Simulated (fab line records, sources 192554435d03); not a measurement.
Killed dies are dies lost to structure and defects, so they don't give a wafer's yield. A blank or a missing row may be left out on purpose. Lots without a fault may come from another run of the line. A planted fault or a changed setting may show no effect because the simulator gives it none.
One fault seen from 2 desks | flow n5_finfet | each desk has only its own numbers; what lay behind them comes last

THE METROLOGY DESK
What the gauges read, lot by lot, whatever tool the lot ran on: means of the sampled wafers that have a number. A lot is out of limits, marked OUT, if its mean lies more than 4 standard deviations from the usual mean; the brackets give that distance. Of its 10 readings 7 are shown: those that lie furthest out on some lot.
Columns: A = DIBL_N at N5_BEOL_M4_RC_MEAS_101, usual 36.6 mV/V; B = IOFF_N at N5_BEOL_M4_RC_MEAS_101, usual 0.17 nA/um; C = IOFF_P at N5_BEOL_M4_RC_MEAS_101, usual 0.23 nA/um; D = ION_N at N5_BEOL_M4_RC_MEAS_101, usual 681 uA/um; E = ION_P at N5_BEOL_M4_RC_MEAS_101, usual 467 uA/um; F = VT_N at N5_BEOL_M4_RC_MEAS_101, usual 249 mV; G = VT_P at N5_BEOL_M4_RC_MEAS_101, usual -249 mV
lot  | first seen here | A    | B    | C    | D   | E   | F   | G
L101 | day 8 16:04     | 38.2 | 0.18 | 0.23 | 684 | 465 | 248 | -249
L103 | day 8 20:31     | 37.3 | 0.16 | 0.20 | 675 | 462 | 250 | -253
L106 | day 9 21:34     | 36.5 | 0.20 | 0.25 | 694 | 472 | 244 | -247
L105 | day 9 23:52     | 37.5 | 0.18 | 0.21 | 685 | 464 | 250 | -253
L114 | day 11 21:31    | 37.7 | 0.18 | 0.23 | 696 | 469 | 249 | -252
L113 | day 11 23:00    | 35.5 | 0.14 | 0.16 | 658 | 447 | 252 | -258
L115 | day 12 05:12    | 36.2 | 0.17 | 0.23 | 668 | 462 | 251 | -249
L116 | day 12 07:26    | 35.5 | 0.14 | 0.18 | 670 | 460 | 251 | -253
L117 | day 12 21:51    | 40.7 | 0.22 | 0.27 | 689 | 469 | 248 | -247
L118 | day 12 23:22    | 37.3 | 0.18 | 0.26 | 680 | 467 | 248 | -246
L120 | day 13 04:14    | 39.2 | 0.25 | 0.32 | 704 | 486 | 242 | -243
This desk's finding: nothing out of limits on any of the 11 lots.

THE TOOL OWNER'S DESK: cvd_co-02
The tool's own readings at N5_BEOL_M0_CVD_115 (deposits Co from CCTBA/H2, time 120 s): means of the sampled wafers that have a number, for each lot that ran on this tool. A lot is out of limits, marked OUT, if its mean lies more than 4 standard deviations from the usual mean; the brackets give that distance.
Columns: A = run_length_s at N5_BEOL_M0_CVD_115, usual 142.9 s
lot  | first seen here | A
L101 | day 6 07:44     | 142.9
L103 | day 6 21:50     | 143.0
L106 | day 7 18:43     | 142.8
L113 | day 9 12:17     | 185.3 (+99 or more) OUT
L114 | day 9 12:22     | 164.2 (+67) OUT
L115 | day 10 00:43    | 185.3 (+99 or more) OUT
This desk's finding: out of limits on L113, L114, L115; first on L113, day 9 12:17 (run_length_s at N5_BEOL_M0_CVD_115). In limits: L101, L103, L106.

PUT TOGETHER
The tool owner's desk could have raised an alarm at day 9 12:17, on L113, L114, L115.
The metrology desk saw nothing out of limits.
The metrology desk has L113, L114, L115 on record, within its limits.
Of the lots named, all ran N5_BEOL_M0_CVD_115 on cvd_co-02.

WHAT THE SIMULATOR HAD PUT IN
Process parameter drift: cvd_co-02, from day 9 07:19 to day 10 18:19, at N5_BEOL_M0_CVD_115. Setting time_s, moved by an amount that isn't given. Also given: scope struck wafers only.
Lots struck among those shown: L113, L114, L115.
Hours from the fault's start to each desk's first reading out of limits: the tool owner's desk, 5.
